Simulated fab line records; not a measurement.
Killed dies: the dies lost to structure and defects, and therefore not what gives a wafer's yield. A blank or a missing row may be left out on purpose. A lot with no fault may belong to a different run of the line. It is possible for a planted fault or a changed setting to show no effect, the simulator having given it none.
Which of the tools did it? || flow n5 finfet || 42 wafers from 14 lots sampled at 6 of the route's 1938 steps

## WHAT THE GAUGES SHOWED, per wafer
N5_BEOL_M3_THK_MEAS_01. Usual: M3_ILD_THK 79.2 nm, standard deviation 1.1.
{"lot": "L608", "measured": "day 7 11:04", "on": "film metro-02", "M3_ILD_THK (nm)": "78.4 79.8 80.2", "flag": ""}
{"lot": "L610", "measured": "day 7 16:13", "on": "film metro-02", "M3_ILD_THK (nm)": "78.3 79.0 79.8", "flag": ""}
{"lot": "L613", "measured": "day 8 07:55", "on": "film metro-01", "M3_ILD_THK (nm)": "79.8 80.5 80.5", "flag": ""}
{"lot": "L611", "measured": "day 8 09:38", "on": "film metro-02", "M3_ILD_THK (nm)": "78.7 80.9 79.6", "flag": ""}
{"lot": "L612", "measured": "day 8 15:48", "on": "film metro-01", "M3_ILD_THK (nm)": "77.4 80.1 78.2", "flag": ""}
{"lot": "L615", "measured": "day 9 08:19", "on": "film metro-02", "M3_ILD_THK (nm)": "79.1 80.6 81.1", "flag": ""}
{"lot": "L614", "measured": "day 9 13:09", "on": "film metro-02", "M3_ILD_THK (nm)": "78.8 79.0 79.2", "flag": ""}
{"lot": "L617", "measured": "day 9 13:31", "on": "film metro-01", "M3_ILD_THK (nm)": "79.5 79.3 78.6", "flag": ""}
{"lot": "L616", "measured": "day 10 08:08", "on": "film metro-01", "M3_ILD_THK (nm)": "77.6 79.1 80.3", "flag": ""}
{"lot": "L620", "measured": "day 10 15:38", "on": "film metro-01", "M3_ILD_THK (nm)": "78.0 80.5 80.1", "flag": ""}
{"lot": "L621", "measured": "day 10 15:47", "on": "film metro-01", "M3_ILD_THK (nm)": "79.5 80.6 80.5", "flag": ""}
{"lot": "L626", "measured": "day 12 07:32", "on": "film metro-02", "M3_ILD_THK (nm)": "76.8 78.3 77.6", "flag": ""}
{"lot": "L629", "measured": "day 13 09:11", "on": "film metro-01", "M3_ILD_THK (nm)": "78.5 49.9 78.8", "flag": "OFF"}
{"lot": "L631", "measured": "day 14 02:45", "on": "film metro-02", "M3_ILD_THK (nm)": "76.8 77.6 49.1", "flag": "OFF"}

N5_BEOL_M4_RC_MEAS_101. Usual: DIBL_N 36.6 mV/V, standard deviation 1.1; DIBL_P 36.8 mV/V, standard deviation 1.6; IOFF_N 0.169 nA/um, standard deviation 0.024; IOFF_P 0.206 nA/um, standard deviation 0.028; ION_N 679 uA/um, standard deviation 9.2; ION_P 462 uA/um, standard deviation 7; SS_N 71.6 mV/dec, standard deviation 0.57; SS_P 73.3 mV/dec, standard deviation 0.57; VT_N 248.8 mV, standard deviation 2.4; VT_P -251 mV, standard deviation 3.
{"lot": "L608", "measured": "day 9 01:16", "on": "prober-02", "DIBL_N (mV/V)": "36.5 36.5 34.9", "DIBL_P (mV/V)": "36.2 36.3 33.7", "IOFF_N (nA/um)": "0.161 0.161 0.131", "IOFF_P (nA/um)": "0.177 0.175 0.148", "ION_N (uA/um)": "674 688 659", "ION_P (uA/um)": "462 460 453", "SS_N (mV/dec)": "70.6 71.0 70.3", "SS_P (mV/dec)": "73.1 73.1 72.7", "VT_N (mV)": "248.3 249.3 254.6", "VT_P (mV)": "-256 -255 -258", "flag": ""}
{"lot": "L610", "measured": "day 9 04:16", "on": "prober-02", "DIBL_N (mV/V)": "38.0 35.2 36.1", "DIBL_P (mV/V)": "36.6 33.2 34.4", "IOFF_N (nA/um)": "0.222 0.158 0.171", "IOFF_P (nA/um)": "0.228 0.176 0.189", "ION_N (uA/um)": "689 684 677", "ION_P (uA/um)": "460 460 462", "SS_N (mV/dec)": "72.8 71.6 71.7", "SS_P (mV/dec)": "73.8 72.5 73.7", "VT_N (mV)": "244.6 246.5 247.0", "VT_P (mV)": "-247 -251 -251", "flag": ""}
{"lot": "L613", "measured": "day 10 06:55", "on": "prober-02", "DIBL_N (mV/V)": "36.6 35.6 38.0", "DIBL_P (mV/V)": "38.2 36.9 39.2", "IOFF_N (nA/um)": "0.165 0.140 0.183", "IOFF_P (nA/um)": "0.221 0.201 0.234", "ION_N (uA/um)": "691 668 683", "ION_P (uA/um)": "468 465 473", "SS_N (mV/dec)": "71.3 71.5 72.2", "SS_P (mV/dec)": "72.3 72.2 73.5", "VT_N (mV)": "248.0 250.8 250.1", "VT_P (mV)": "-249 -251 -248", "flag": ""}
{"lot": "L611", "measured": "day 10 08:19", "on": "prober-01", "DIBL_N (mV/V)": "35.8 36.5 36.6", "DIBL_P (mV/V)": "35.8 37.8 37.3", "IOFF_N (nA/um)": "0.138 0.158 0.155", "IOFF_P (nA/um)": "0.190 0.219 0.197", "ION_N (uA/um)": "671 678 674", "ION_P (uA/um)": "462 464 463", "SS_N (mV/dec)": "71.0 70.8 70.9", "SS_P (mV/dec)": "73.5 73.9 72.4", "VT_N (mV)": "252.2 248.2 248.5", "VT_P (mV)": "-252 -252 -253", "flag": ""}
{"lot": "L612", "measured": "day 10 13:31", "on": "prober-02", "DIBL_N (mV/V)": "36.5 36.4 37.8", "DIBL_P (mV/V)": "39.0 39.1 39.4", "IOFF_N (nA/um)": "0.202 0.185 0.219", "IOFF_P (nA/um)": "0.228 0.222 0.236", "ION_N (uA/um)": "691 682 681", "ION_P (uA/um)": "468 463 461", "SS_N (mV/dec)": "72.6 72.5 72.2", "SS_P (mV/dec)": "74.4 73.7 74.2", "VT_N (mV)": "246.6 250.5 246.0", "VT_P (mV)": "-251 -251 -254", "flag": ""}
{"lot": "L615", "measured": "day 10 13:47", "on": "prober-01", "DIBL_N (mV/V)": "35.9 34.6 35.4", "DIBL_P (mV/V)": "35.2 34.0 35.5", "IOFF_N (nA/um)": "0.157 0.146 0.165", "IOFF_P (nA/um)": "0.194 0.183 0.200", "ION_N (uA/um)": "667 668 667", "ION_P (uA/um)": "455 458 457", "SS_N (mV/dec)": "71.5 71.5 72.4", "SS_P (mV/dec)": "74.3 73.1 73.9", "VT_N (mV)": "252.4 249.2 248.4", "VT_P (mV)": "-250 -252 -252", "flag": ""}
{"lot": "L614", "measured": "day 10 17:35", "on": "prober-01", "DIBL_N (mV/V)": "37.4 38.6 37.8", "DIBL_P (mV/V)": "38.7 38.5 38.2", "IOFF_N (nA/um)": "0.190 0.212 0.190", "IOFF_P (nA/um)": "0.251 0.245 0.239", "ION_N (uA/um)": "677 680 691", "ION_P (uA/um)": "464 461 466", "SS_N (mV/dec)": "71.4 72.2 71.9", "SS_P (mV/dec)": "73.9 74.0 74.2", "VT_N (mV)": "244.4 247.3 246.7", "VT_P (mV)": "-251 -246 -249", "flag": ""}
{"lot": "L617", "measured": "day 11 05:14", "on": "prober-01", "DIBL_N (mV/V)": "36.7 35.7 38.2", "DIBL_P (mV/V)": "35.7 33.7 38.3", "IOFF_N (nA/um)": "0.153 0.143 0.195", "IOFF_P (nA/um)": "0.236 0.199 0.275", "ION_N (uA/um)": "683 683 688", "ION_P (uA/um)": "475 467 480", "SS_N (mV/dec)": "71.3 71.4 71.7", "SS_P (mV/dec)": "72.6 72.7 73.3", "VT_N (mV)": "246.7 246.6 245.8", "VT_P (mV)": "-247 -253 -246", "flag": ""}
{"lot": "L616", "measured": "day 11 15:02", "on": "prober-01", "DIBL_N (mV/V)": "36.8 36.6 36.8", "DIBL_P (mV/V)": "37.0 37.1 37.6", "IOFF_N (nA/um)": "0.172 0.165 0.181", "IOFF_P (nA/um)": "0.218 0.223 0.231", "ION_N (uA/um)": "672 676 693", "ION_P (uA/um)": "463 462 468", "SS_N (mV/dec)": "72.4 71.9 71.9", "SS_P (mV/dec)": "73.1 73.4 72.8", "VT_N (mV)": "249.1 246.9 246.2", "VT_P (mV)": "-250 -251 -251", "flag": ""}
{"lot": "L620", "measured": "day 12 01:35", "on": "prober-02", "DIBL_N (mV/V)": "37.6 38.2 37.5", "DIBL_P (mV/V)": "37.7 38.5 37.5", "IOFF_N (nA/um)": "0.163 0.178 0.157", "IOFF_P (nA/um)": "0.228 0.236 0.213", "ION_N (uA/um)": "664 679 682", "ION_P (uA/um)": "462 469 466", "SS_N (mV/dec)": "72.5 71.9 71.6", "SS_P (mV/dec)": "73.2 73.2 73.4", "VT_N (mV)": "249.0 251.6 249.4", "VT_P (mV)": "-248 -249 -248", "flag": ""}
{"lot": "L621", "measured": "day 12 06:56", "on": "prober-01", "DIBL_N (mV/V)": "36.2 37.5 35.9", "DIBL_P (mV/V)": "35.4 37.1 34.9", "IOFF_N (nA/um)": "0.149 0.177 0.145", "IOFF_P (nA/um)": "0.191 0.219 0.186", "ION_N (uA/um)": "677 695 674", "ION_P (uA/um)": "461 466 461", "SS_N (mV/dec)": "70.7 71.7 71.4", "SS_P (mV/dec)": "73.2 73.8 73.6", "VT_N (mV)": "248.8 251.3 251.4", "VT_P (mV)": "-249 -248 -253", "flag": ""}
{"lot": "L626", "measured": "day 13 16:56", "on": "prober-01", "DIBL_N (mV/V)": "36.6 38.3 38.3", "DIBL_P (mV/V)": "36.3 37.9 38.0", "IOFF_N (nA/um)": "0.168 0.202 0.201", "IOFF_P (nA/um)": "0.195 0.221 0.219", "ION_N (uA/um)": "676 680 678", "ION_P (uA/um)": "460 467 461", "SS_N (mV/dec)": "71.5 71.9 72.1", "SS_P (mV/dec)": "73.1 73.3 73.6", "VT_N (mV)": "247.7 247.3 246.5", "VT_P (mV)": "-249 -250 -249", "flag": ""}
{"lot": "L629", "measured": "day 15 03:05", "on": "prober-02", "DIBL_N (mV/V)": "35.1 36.7", "DIBL_P (mV/V)": "35.8 37.9", "IOFF_N (nA/um)": "0.150 0.179", "IOFF_P (nA/um)": "0.162 0.186", "ION_N (uA/um)": "672 685", "ION_P (uA/um)": "450 456", "SS_N (mV/dec)": "71.7 71.0", "SS_P (mV/dec)": "73.1 74.1", "VT_N (mV)": "249.1 247.0", "VT_P (mV)": "-257 -256", "flag": ""}
{"lot": "L631", "measured": "day 15 13:02", "on": "prober-02", "DIBL_N (mV/V)": "35.9 36.3", "DIBL_P (mV/V)": "36.9 37.3", "IOFF_N (nA/um)": "0.140 0.143", "IOFF_P (nA/um)": "0.171 0.179", "ION_N (uA/um)": "673 675", "ION_P (uA/um)": "455 460", "SS_N (mV/dec)": "70.7 71.4", "SS_P (mV/dec)": "72.8 72.9", "VT_N (mV)": "255.4 252.2", "VT_P (mV)": "-252 -253", "flag": ""}

## TOOL THAT RAN EACH LOT (tool first, then ch and the chambers of the sampled wafers, then the start)
{"lot": "L608", "N5_BEOL_M2_ANNEAL_93": "pvd sputter-02, day 7 09:28", "N5_BEOL_M2_SPUTTER_96": "pvd sputter-02, day 7 09:50", "N5_BEOL_M3_ILD_DEP_00": "pecvd-01 ch 0,1,2, day 7 11:00", "N5_BEOL_M3_PECVD_72": "pecvd-01 ch 0,1,2, day 7 11:07"}
{"lot": "L610", "N5_BEOL_M2_ANNEAL_93": "pvd sputter-01, day 7 14:40", "N5_BEOL_M2_SPUTTER_96": "pvd sputter-01, day 7 15:01", "N5_BEOL_M3_ILD_DEP_00": "pecvd-02 ch 0,1,2, day 7 16:09", "N5_BEOL_M3_PECVD_72": "pecvd-03 ch 0,1, day 7 16:15"}
{"lot": "L613", "N5_BEOL_M2_ANNEAL_93": "pvd sputter-01, day 8 06:19", "N5_BEOL_M2_SPUTTER_96": "pvd sputter-01, day 8 06:41", "N5_BEOL_M3_ILD_DEP_00": "pecvd-01 ch 0,1,2, day 8 07:52", "N5_BEOL_M3_PECVD_72": "pecvd-02 ch 0,1,2, day 8 07:58"}
{"lot": "L611", "N5_BEOL_M2_ANNEAL_93": "pvd sputter-03, day 8 08:06", "N5_BEOL_M2_SPUTTER_96": "pvd sputter-03, day 8 08:28", "N5_BEOL_M3_ILD_DEP_00": "pecvd-01 ch 0,1,2, day 8 09:34", "N5_BEOL_M3_PECVD_72": "pecvd-02 ch 0,1,2, day 8 09:40"}
{"lot": "L612", "N5_BEOL_M2_ANNEAL_93": "pvd sputter-02, day 8 14:16", "N5_BEOL_M2_SPUTTER_96": "pvd sputter-02, day 8 14:37", "N5_BEOL_M3_ILD_DEP_00": "pecvd-01 ch 0,1,2, day 8 15:44", "N5_BEOL_M3_PECVD_72": "pecvd-01 ch 0,2, day 8 15:50"}
{"lot": "L615", "N5_BEOL_M2_ANNEAL_93": "pvd sputter-02, day 9 06:47", "N5_BEOL_M2_SPUTTER_96": "pvd sputter-02, day 9 07:08", "N5_BEOL_M3_ILD_DEP_00": "pecvd-01 ch 0,1,2, day 9 08:15", "N5_BEOL_M3_PECVD_72": "pecvd-01 ch 0,1,2, day 9 08:21"}
{"lot": "L614", "N5_BEOL_M2_ANNEAL_93": "pvd sputter-02, day 9 11:36", "N5_BEOL_M2_SPUTTER_96": "pvd sputter-02, day 9 11:58", "N5_BEOL_M3_ILD_DEP_00": "pecvd-02 ch 0,1, day 9 13:04", "N5_BEOL_M3_PECVD_72": "pecvd-01 ch 0,1,2, day 9 13:11"}
{"lot": "L617", "N5_BEOL_M2_ANNEAL_93": "pvd sputter-03, day 9 11:59", "N5_BEOL_M2_SPUTTER_96": "pvd sputter-03, day 9 12:20", "N5_BEOL_M3_ILD_DEP_00": "pecvd-01 ch 1,2, day 9 13:27", "N5_BEOL_M3_PECVD_72": "pecvd-03 ch 0,1, day 9 13:33"}
{"lot": "L616", "N5_BEOL_M2_ANNEAL_93": "pvd sputter-01, day 10 06:32", "N5_BEOL_M2_SPUTTER_96": "pvd sputter-01, day 10 06:54", "N5_BEOL_M3_ILD_DEP_00": "pecvd-01 ch 0,1, day 10 08:04", "N5_BEOL_M3_PECVD_72": "pecvd-03 ch 0,1, day 10 08:10"}
{"lot": "L620", "N5_BEOL_M2_ANNEAL_93": "pvd sputter-03, day 10 14:04", "N5_BEOL_M2_SPUTTER_96": "pvd sputter-03, day 10 14:25", "N5_BEOL_M3_ILD_DEP_00": "pecvd-02 ch 0,1, day 10 15:34", "N5_BEOL_M3_PECVD_72": "pecvd-01 ch 0,2, day 10 15:41"}
{"lot": "L621", "N5_BEOL_M2_ANNEAL_93": "pvd sputter-01, day 10 14:13", "N5_BEOL_M2_SPUTTER_96": "pvd sputter-01, day 10 14:34", "N5_BEOL_M3_ILD_DEP_00": "pecvd-02 ch 0,1,2, day 10 15:44", "N5_BEOL_M3_PECVD_72": "pecvd-03 ch 0,1, day 10 15:50"}
{"lot": "L626", "N5_BEOL_M2_ANNEAL_93": "pvd sputter-01, day 12 03:16", "N5_BEOL_M2_SPUTTER_96": "pvd sputter-01, day 12 03:38", "N5_BEOL_M3_ILD_DEP_00": "pecvd-02 ch 0,1,2, day 12 07:28", "N5_BEOL_M3_PECVD_72": "pecvd-02 ch 0,2, day 12 07:34"}
{"lot": "L629", "N5_BEOL_M2_ANNEAL_93": "pvd sputter-03, day 13 06:56", "N5_BEOL_M2_SPUTTER_96": "pvd sputter-03, day 13 07:17", "N5_BEOL_M3_ILD_DEP_00": "pecvd-02 ch 1,2, day 13 09:07", "N5_BEOL_M3_PECVD_72": "pecvd-03 ch 1,2, day 13 09:13"}
{"lot": "L631", "N5_BEOL_M2_ANNEAL_93": "pvd sputter-03, day 14 01:07", "N5_BEOL_M2_SPUTTER_96": "pvd sputter-03, day 14 01:29", "N5_BEOL_M3_ILD_DEP_00": "pecvd-02 ch 0,1,2, day 14 02:41", "N5_BEOL_M3_PECVD_72": "pecvd-01 ch 0,1,2, day 14 02:47"}
- N5_BEOL_M2_ANNEAL_93: time 240 s.
- N5_BEOL_M2_SPUTTER_96: material Cu, target thk 4.5 nm, time 8.29 s.
- N5_BEOL_M3_ILD_DEP_00: deposits SiOC from DEMS/O2, target thk 79 nm, time 15.3 s.
- N5_BEOL_M3_PECVD_72: deposits SiO2 from TEOS/O2, target thk 16 nm, time 18 s.

## AS READ BY THE TOOLS THEMSELVES (means over the sampled wafers that have a number; for cases with no such wafer, the mark the record gives instead)
N5_BEOL_M2_ANNEAL_93. Usual: heater power w 825 W, standard deviation 50; susceptor temp C 399.95 C, standard deviation 0.23.
{"lot": "L608", "tool": "pvd sputter-02", "heater power w (W)": 877, "susceptor temp C (C)": 400.05, "flag": ""}
{"lot": "L610", "tool": "pvd sputter-01", "heater power w (W)": 809, "susceptor temp C (C)": 399.98, "flag": ""}
{"lot": "L613", "tool": "pvd sputter-01", "heater power w (W)": 812, "susceptor temp C (C)": 399.94, "flag": ""}
{"lot": "L611", "tool": "pvd sputter-03", "heater power w (W)": 813, "susceptor temp C (C)": 400.02, "flag": ""}
{"lot": "L612", "tool": "pvd sputter-02", "heater power w (W)": 843, "susceptor temp C (C)": 400.11, "flag": ""}
{"lot": "L615", "tool": "pvd sputter-02", "heater power w (W)": 817, "susceptor temp C (C)": 399.92, "flag": ""}
{"lot": "L614", "tool": "pvd sputter-02", "heater power w (W)": 873, "susceptor temp C (C)": 400.01, "flag": ""}
{"lot": "L617", "tool": "pvd sputter-03", "heater power w (W)": 822, "susceptor temp C (C)": 399.85, "flag": ""}
{"lot": "L616", "tool": "pvd sputter-01", "heater power w (W)": 828, "susceptor temp C (C)": 399.63, "flag": ""}
{"lot": "L620", "tool": "pvd sputter-03", "heater power w (W)": 786, "susceptor temp C (C)": 400.07, "flag": ""}
{"lot": "L621", "tool": "pvd sputter-01", "heater power w (W)": 811, "susceptor temp C (C)": 400.05, "flag": ""}
{"lot": "L626", "tool": "pvd sputter-01", "heater power w (W)": 794, "susceptor temp C (C)": 399.97, "flag": ""}
{"lot": "L629", "tool": "pvd sputter-03", "heater power w (W)": 768, "susceptor temp C (C)": 399.99, "flag": ""}
{"lot": "L631", "tool": "pvd sputter-03", "heater power w (W)": 828, "susceptor temp C (C)": 399.94, "flag": ""}

N5_BEOL_M2_SPUTTER_96. Usual: susceptor temp C -20.02 C, standard deviation 0.1; throttle valve pct 30.4 %, standard deviation 0.62.
{"lot": "L608", "tool": "pvd sputter-02", "susceptor temp C (C)": -20.06, "throttle valve pct (%)": 30.2, "flag": ""}
{"lot": "L610", "tool": "pvd sputter-01", "susceptor temp C (C)": -20.09, "throttle valve pct (%)": 31.4, "flag": ""}
{"lot": "L613", "tool": "pvd sputter-01", "susceptor temp C (C)": -20.05, "throttle valve pct (%)": 31.0, "flag": ""}
{"lot": "L611", "tool": "pvd sputter-03", "susceptor temp C (C)": -19.91, "throttle valve pct (%)": 30.4, "flag": ""}
{"lot": "L612", "tool": "pvd sputter-02", "susceptor temp C (C)": -19.94, "throttle valve pct (%)": 30.4, "flag": ""}
{"lot": "L615", "tool": "pvd sputter-02", "susceptor temp C (C)": -19.94, "throttle valve pct (%)": 29.9, "flag": ""}
{"lot": "L614", "tool": "pvd sputter-02", "susceptor temp C (C)": -19.92, "throttle valve pct (%)": 30.5, "flag": ""}
{"lot": "L617", "tool": "pvd sputter-03", "susceptor temp C (C)": -20.00, "throttle valve pct (%)": 30.0, "flag": ""}
{"lot": "L616", "tool": "pvd sputter-01", "susceptor temp C (C)": -20.06, "throttle valve pct (%)": 30.9, "flag": ""}
{"lot": "L620", "tool": "pvd sputter-03", "susceptor temp C (C)": -19.94, "throttle valve pct (%)": 30.3, "flag": ""}
{"lot": "L621", "tool": "pvd sputter-01", "susceptor temp C (C)": -19.93, "throttle valve pct (%)": 30.8, "flag": ""}
{"lot": "L626", "tool": "pvd sputter-01", "susceptor temp C (C)": -20.09, "throttle valve pct (%)": 31.3, "flag": ""}
{"lot": "L629", "tool": "pvd sputter-03", "susceptor temp C (C)": -20.10, "throttle valve pct (%)": 30.5, "flag": ""}
{"lot": "L631", "tool": "pvd sputter-03", "susceptor temp C (C)": -20.00, "throttle valve pct (%)": 30.0, "flag": ""}

N5_BEOL_M3_ILD_DEP_00. Usual: heater power w 467 W, standard deviation 49; showerhead plenum p Torr 5.691 Torr, standard deviation 0.011; susceptor temp C 350.03 C, standard deviation 0.19; throttle valve pct 12.0 %, standard deviation 0.7.
{"lot": "L608", "tool": "pecvd-01", "heater power w (W)": 441, "showerhead plenum p Torr (Torr)": 5.691, "susceptor temp C (C)": 349.87, "throttle valve pct (%)": 12.3, "flag": ""}
{"lot": "L610", "tool": "pecvd-02", "heater power w (W)": 481, "showerhead plenum p Torr (Torr)": 5.686, "susceptor temp C (C)": 350.05, "throttle valve pct (%)": 11.5, "flag": ""}
{"lot": "L613", "tool": "pecvd-01", "heater power w (W)": 470, "showerhead plenum p Torr (Torr)": 5.689, "susceptor temp C (C)": 349.92, "throttle valve pct (%)": 12.3, "flag": ""}
{"lot": "L611", "tool": "pecvd-01", "heater power w (W)": 456, "showerhead plenum p Torr (Torr)": 5.692, "susceptor temp C (C)": 350.23, "throttle valve pct (%)": 12.3, "flag": ""}
{"lot": "L612", "tool": "pecvd-01", "heater power w (W)": 483, "showerhead plenum p Torr (Torr)": 5.698, "susceptor temp C (C)": 350.17, "throttle valve pct (%)": 12.3, "flag": ""}
{"lot": "L615", "tool": "pecvd-01", "heater power w (W)": 448, "showerhead plenum p Torr (Torr)": 5.687, "susceptor temp C (C)": 350.07, "throttle valve pct (%)": 12.2, "flag": ""}
{"lot": "L614", "tool": "pecvd-02", "heater power w (W)": 510, "showerhead plenum p Torr (Torr)": 5.697, "susceptor temp C (C)": 350.37, "throttle valve pct (%)": 11.7, "flag": ""}
{"lot": "L617", "tool": "pecvd-01", "heater power w (W)": 439, "showerhead plenum p Torr (Torr)": 5.705, "susceptor temp C (C)": 350.24, "throttle valve pct (%)": 12.2, "flag": ""}
{"lot": "L616", "tool": "pecvd-01", "heater power w (W)": 466, "showerhead plenum p Torr (Torr)": 5.687, "susceptor temp C (C)": 349.92, "throttle valve pct (%)": 12.6, "flag": ""}
{"lot": "L620", "tool": "pecvd-02", "heater power w (W)": 490, "showerhead plenum p Torr (Torr)": 5.693, "susceptor temp C (C)": 350.09, "throttle valve pct (%)": 11.7, "flag": ""}
{"lot": "L621", "tool": "pecvd-02", "heater power w (W)": 487, "showerhead plenum p Torr (Torr)": 5.702, "susceptor temp C (C)": 350.00, "throttle valve pct (%)": 11.7, "flag": ""}
{"lot": "L626", "tool": "pecvd-02", "heater power w (W)": 476, "showerhead plenum p Torr (Torr)": 5.692, "susceptor temp C (C)": 349.98, "throttle valve pct (%)": 11.9, "flag": ""}
{"lot": "L629", "tool": "pecvd-02", "heater power w (W)": 451, "showerhead plenum p Torr (Torr)": 5.686, "susceptor temp C (C)": 349.95, "throttle valve pct (%)": 12.0, "flag": ""}
{"lot": "L631", "tool": "pecvd-02", "heater power w (W)": 491, "showerhead plenum p Torr (Torr)": 5.694, "susceptor temp C (C)": 349.94, "throttle valve pct (%)": 11.8, "flag": ""}

N5_BEOL_M3_PECVD_72. Usual: heater power w 675 W, standard deviation 52; showerhead plenum p Torr 8.76 Torr, standard deviation 0.046; susceptor temp C 400.02 C, standard deviation 0.21; throttle valve pct 22.7 %, standard deviation 1.5.
{"lot": "L608", "tool": "pecvd-01", "heater power w (W)": 672, "showerhead plenum p Torr (Torr)": 8.79, "susceptor temp C (C)": 400.04, "throttle valve pct (%)": 22.7, "flag": ""}
{"lot": "L610", "tool": "pecvd-03", "heater power w (W)": 642, "showerhead plenum p Torr (Torr)": 8.76, "susceptor temp C (C)": 400.15, "throttle valve pct (%)": 22.6, "flag": ""}
{"lot": "L613", "tool": "pecvd-02", "heater power w (W)": 679, "showerhead plenum p Torr (Torr)": 8.79, "susceptor temp C (C)": 400.05, "throttle valve pct (%)": 21.9, "flag": ""}
{"lot": "L611", "tool": "pecvd-02", "heater power w (W)": 710, "showerhead plenum p Torr (Torr)": 8.78, "susceptor temp C (C)": 400.02, "throttle valve pct (%)": 21.9, "flag": ""}
{"lot": "L612", "tool": "pecvd-01", "heater power w (W)": 638, "showerhead plenum p Torr (Torr)": 8.78, "susceptor temp C (C)": 400.08, "throttle valve pct (%)": 22.1, "flag": ""}
{"lot": "L615", "tool": "pecvd-01", "heater power w (W)": 701, "showerhead plenum p Torr (Torr)": 8.79, "susceptor temp C (C)": 399.96, "throttle valve pct (%)": 23.1, "flag": ""}
{"lot": "L614", "tool": "pecvd-01", "heater power w (W)": 655, "showerhead plenum p Torr (Torr)": 8.78, "susceptor temp C (C)": 399.80, "throttle valve pct (%)": 23.0, "flag": ""}
{"lot": "L617", "tool": "pecvd-03", "heater power w (W)": 704, "showerhead plenum p Torr (Torr)": 8.74, "susceptor temp C (C)": 400.11, "throttle valve pct (%)": 22.6, "flag": ""}
{"lot": "L616", "tool": "pecvd-03", "heater power w (W)": 686, "showerhead plenum p Torr (Torr)": 8.74, "susceptor temp C (C)": 399.96, "throttle valve pct (%)": 22.1, "flag": ""}
{"lot": "L620", "tool": "pecvd-01", "heater power w (W)": 623, "showerhead plenum p Torr (Torr)": 8.78, "susceptor temp C (C)": 400.09, "throttle valve pct (%)": 22.1, "flag": ""}
{"lot": "L621", "tool": "pecvd-03", "heater power w (W)": 728, "showerhead plenum p Torr (Torr)": 8.73, "susceptor temp C (C)": 400.26, "throttle valve pct (%)": 22.1, "flag": ""}
{"lot": "L626", "tool": "pecvd-02", "heater power w (W)": 669, "showerhead plenum p Torr (Torr)": 8.76, "susceptor temp C (C)": 400.01, "throttle valve pct (%)": 22.1, "flag": ""}
{"lot": "L629", "tool": "pecvd-03", "heater power w (W)": 719, "showerhead plenum p Torr (Torr)": 8.70, "susceptor temp C (C)": 399.86, "throttle valve pct (%)": 21.8, "flag": ""}
{"lot": "L631", "tool": "pecvd-01", "heater power w (W)": 672, "showerhead plenum p Torr (Torr)": 8.80, "susceptor temp C (C)": 400.03, "throttle valve pct (%)": 23.3, "flag": ""}

## THE ANSWER, worked out from the rows above alone
Rule: a lot is off if the mean of its wafers that have a number lies more than 3 standard deviations from the usual mean. Also off: a lot with no number at a reading for which 4 or more lots have one. All remaining lots with rows at the step are treated as sound. After the gauges, taken in route order, come the tools' own readings; for these a lot's mean is taken, as printed above. The first step at which some lot is off is used, and at that step the reading that is off furthest; a lot without a number counts as furthest.
Off: at N5_BEOL_M3_THK_MEAS_01 (M3_ILD_THK), L629, L631.
If a tool, at a process step before that reading, ran all the lots that are off and no sound lot after the first of them, it fits. Gauges at N5_BEOL_M3_THK_MEAS_01: tried the same way as those tools. This does not decide it: 2 tools fit, namely pvd sputter-03 at N5_BEOL_M2_ANNEAL_93 and N5_BEOL_M2_SPUTTER_96 and pecvd-02 at N5_BEOL_M3_ILD_DEP_00.

## WHAT HAD BEEN PUT IN BY THE SIMULATOR
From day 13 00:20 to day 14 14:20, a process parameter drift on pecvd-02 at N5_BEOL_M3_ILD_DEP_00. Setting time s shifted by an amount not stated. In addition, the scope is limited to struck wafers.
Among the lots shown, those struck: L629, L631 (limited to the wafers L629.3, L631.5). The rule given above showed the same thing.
